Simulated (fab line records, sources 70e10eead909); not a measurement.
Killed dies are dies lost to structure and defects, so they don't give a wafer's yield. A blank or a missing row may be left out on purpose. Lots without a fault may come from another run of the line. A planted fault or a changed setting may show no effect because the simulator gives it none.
Problem report in the 8D (eight disciplines) form, filled by code | flow nand_harc | the parts of the form that need people (team, actions taken, sign-off) are left out

1. THE PROBLEM
killed_at_periphery at NHARC_END_SORT_01 reads a mean of 624.3 on 3 wafers of 2 lots; wafers without a fault read 3.8 with a standard deviation of 2.8. That is +99 or more standard deviations from the usual mean.
First seen on wafer L475.3, day 30 10:50, on prober-01. The record holds 6 wafers of 2 lots with a number at this step. Rule for "out", or "out of limits": more than 4 standard deviations from the usual mean. The other wafers with a number count as sound.

2. WHAT IT IS AND WHAT IT IS NOT
question                    | is                                                     | is not
which readings at this step | killed_at_periphery, defect_limited_yield, killed_dies | killed_at_array, killed_at_other, killed_open
which lots                  | L475, L476                                             | -
which wafers of those lots  | L475.3, L476.3, L476.4                                 | L475.1, L475.5, L476.6
read on which gauges        | prober-01                                              | -
when                        | from day 30 10:50                                      | up to then (1 sound wafer); but 2 sound wafers of L475, L476 came after

3. SUSPECTS, AND WHAT RULES EACH OUT
Counting: a tool at a process step up to the reading stays a suspect if it ran every lot that is out. Sound lots after the first of them don't rule it out here, since some wafers of a struck lot are sound.
- the gauge at NHARC_END_SORT_01: kept. All the wafers that are out were read on prober-01, and no step on other tools shows them out.
- pecvd-01 at NHARC_P_M0_DEP_00 (deposits SiOC, target thk 150 nm): kept. It ran every lot that is out, first L475 (day 12 18:09).
- rtp_anneal-02 at NHARC_A_BONDPAD_ANNEAL_28 (time 90 s): kept. It ran every lot that is out, first L475 (day 29 07:58).
- plasma_asher-02 at NHARC_THIN_TSV_STRIP_45 (strips in O2): kept. It ran every lot that is out, first L475 (day 29 20:15).
Left after counting: pecvd-01 at NHARC_P_M0_DEP_00, rtp_anneal-02 at NHARC_A_BONDPAD_ANNEAL_28, plasma_asher-02 at NHARC_THIN_TSV_STRIP_45, prober-01 at NHARC_END_SORT_01.

4. THE CAUSE (what the simulator had put in)
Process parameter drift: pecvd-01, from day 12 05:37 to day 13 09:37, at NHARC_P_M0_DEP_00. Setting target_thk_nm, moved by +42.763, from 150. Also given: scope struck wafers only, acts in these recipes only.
Counting left 4 suspects, and this tool is among them.

5. THE CHAIN OF EFFECTS, in route order
Each row: a reading whose mean over the struck wafers that have a number lies more than 3 standard deviations from the usual. Only readings for which the record gives a usual standard deviation are gone through. hours: the time from each lot's start at the first step in this table that gives one to its start at this step, as a median over the lots. sigmas: the change in usual standard deviations.
hours | step              | reading              | usual  | on struck wafers | change | sigmas
0     | NHARC_END_SORT_01 | defect_limited_yield | 91.1 % | 0.0              | -91.1  | -31
0     | NHARC_END_SORT_01 | killed_at_periphery  | 3.8    | 624.3            | +620.5 | +99 or more
0     | NHARC_END_SORT_01 | killed_dies          | 60     | 677              | +617   | +32

6. WHAT WOULD HAVE CAUGHT IT SOONER
In this record the first reading out of limits at a measuring or inspecting step was taken at day 30 10:50, 437 hours after the fault began at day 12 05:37.
Of the tool readings at NHARC_P_M0_DEP_00 for which the record gives a usual standard deviation, none was out on any struck wafer, so an alarm limit of 4 standard deviations on them would not have fired.
All the lots that are out (2) had begun NHARC_P_M0_DEP_00 on pecvd-01 by day 30 10:50. A hold on the tool at that time would have spared none of them.
